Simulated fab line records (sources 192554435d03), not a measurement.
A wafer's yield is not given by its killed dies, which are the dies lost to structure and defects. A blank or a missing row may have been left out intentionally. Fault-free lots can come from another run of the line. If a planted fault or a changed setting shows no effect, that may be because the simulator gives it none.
Lot-split experiment | flow n5 finfet | 7 lots, 21 wafers read, on a route of 1938 steps

ON THE SPLIT
At N5_FIN_SAQP_PECVD_48 (deposits SiNx from SiH4/NH3/N2, target thk 25 nm, time 22.1 s), the setting time s was moved away from the recipe's 22.1 s on 7 of the 21 wafers read, by -15.0% to +5.6%. This setting was run at the recipe's value on the other wafers.

FROM THE SPLIT TO THE READING: what the file shows between them, 9 steps
- N5_FIN_SAQP_HM_DEP_72: deposits SiO2 from SiH4/N2O, target thk 12 nm, time 7.2 s (also split here: time s)
- N5_FIN_SAQP_COAT_49: time 60 s, resist thk 100 nm
- N5_FIN_SAQP_COAT_50: time 60 s, resist thk 35 nm
- N5_FIN_SAQP_ETCH_52: etches SOC in N2/H2, target depth 100 nm, overetch 20 nm, time 150 s
- N5_FIN_SAQP_STRIP_53: strips in N2/H2
- N5_FIN_SAQP_HM_OPEN_73: chemistry CHF3/O2, target SiO2, stops on a-Si, target depth 12 nm, time 16.8 s
- N5_FIN_SAQP_STRIP_74: strips in CHF3/O2
- N5_FIN_SAQP_MANDREL_ETCH_22: etches a-Si in HBr/Cl2, stops on SiNx, target depth 60 nm, bt time 10 s, time 30 s
- N5_FIN_SAQP_MANDREL1_REMOVE_56: chemistry HBr/Cl2/O2, target a-Si, stops on SiNx, bt time 10 s

THE READING
etch.depth nm (the simulator's own value, which no gauge read), in nm, at N5_FIN_SAQP_ETCH_57 (etches SiNx in CH3F/O2, target depth 32.5 nm, time 46.4 s). The file gives no usual value for it. Average 24.72 nm, standard deviation 0.25 nm, over the 14 wafers here run with the recipe.

wafer  | tool, chamber at the split | time s as run, s | against the recipe | etch.depth nm, nm | against lot-mates on the recipe
L079.2 | pecvd-01, 2                | 22.1             | recipe             | 24.31             | -
L079.5 | pecvd-01, 1                | 18.79            | -15.0%             | 21.08             | -3.23
L079.6 | pecvd-01, 0                | 18.79            | -15.0%             | 20.98             | -3.33
L080.1 | pecvd-04, 2                | 23.34            | +5.6%              | 26.03             | +1.20
L080.5 | pecvd-04, 2                | 22.1             | recipe             | 24.83             | -
L080.6 | pecvd-04, 0                | 23.34            | +5.6%              | 25.9              | +1.07
L083.1 | pecvd-01, 2                | 20.06            | -9.2%              | 22.05             | -2.71
L083.2 | pecvd-01, 1                | 22.1             | recipe             | 24.47             | -
L083.4 | pecvd-01, 0                | 22.1             | recipe             | 25.05             | -
L088.2 | pecvd-04, 1                | 22.1             | recipe             | 24.61             | -
L088.3 | pecvd-04, 0                | 20.62            | -6.7%              | 22.79             | -1.82
L088.5 | pecvd-04, 1                | 20.62            | -6.7%              | 23.43             | -1.18
L092.2 | pecvd-04, 0                | 22.1             | recipe             | 25                | -
L092.5 | pecvd-04, 2                | 22.1             | recipe             | 24.5              | -
L092.6 | pecvd-04, 0                | 22.1             | recipe             | 24.73             | -
L095.1 | pecvd-04, 1                | 22.1             | recipe             | 24.63             | -
L095.3 | pecvd-04, 1                | 22.1             | recipe             | 24.82             | -
L095.6 | pecvd-04, 1                | 22.1             | recipe             | 25.17             | -
L097.2 | pecvd-04, 1                | 22.1             | recipe             | 24.35             | -
L097.3 | pecvd-04, 1                | 22.1             | recipe             | 24.84             | -
L097.6 | pecvd-04, 0                | 22.1             | recipe             | 24.71             | -

THE FIT
A straight line over all 21 wafers: etch.depth nm changes by +0.247 nm for each +1% of time s; r = +0.98; the points scatter about the line by 0.26 nm.
The same after taking each lot's own level away (the mean of its wafers on the recipe; 21 wafers): +0.225 nm for each +1%; r = +0.98; scatter 0.25 nm.
That fit puts the effect of the largest move of time s on the reading at 3.4 nm.
The span of the lots' own levels, 24.310 to 24.873 nm, comes to 2.3 times the standard deviation stated above.
Hence the lot-to-lot level has little effect on the slope; both slopes agree.
Check: for one of the wafers moved furthest among these (-15.0%), held out of the fit, the line's prediction against its lot-mates is -3.5 nm. It came out at -3.23 nm against them.

THE OTHER SPLITS THESE WAFERS WENT THROUGH
These wafers also went through other splits before the reading. Each is held against what the fit with the lots' levels taken away leaves over:
other split on the same wafers | wafers away from the commonest value | r with etch.depth nm (lot level and that fit taken away)
N5_WELL_APT_COAT_19 spin rpm   | 6                                    | +0.05
N5_WELL_APT_PEB_23 peb time s  | 9                                    | -0.38
N5_FIN_SAQP_HM_DEP_72 time s   | 9                                    | -0.26

THE WHOLE CHAIN: every reading that the file lists as answering this split, in the file's order
step                 | what it does                                                  | reading                                                                           | change (the file's fit)               | r (the file's)
N5_FIN_SAQP_PECVD_48 | deposits SiNx from SiH4/NH3/N2, target thk 25 nm, time 22.1 s | SiNx_of_FIN_SAQP_PECVD_48.thk nm (the simulator's own value, which no gauge read) | +0.235 nm for each +1% of the setting | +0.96
N5_FIN_SAQP_ETCH_57  | etches SiNx in CH3F/O2, target depth 32.5 nm, time 46.4 s     | etch rf on time s                                                                 | withheld for each +1% of the setting  | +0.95
N5_FIN_SAQP_ETCH_57  | etches SiNx in CH3F/O2, target depth 32.5 nm, time 46.4 s     | etch.depth nm (the simulator's own value, which no gauge read)                    | +0.235 nm for each +1% of the setting | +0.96

FILE'S OWN FIT
etch.depth nm changes by +0.235 nm for each +1% of time s, r = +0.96.
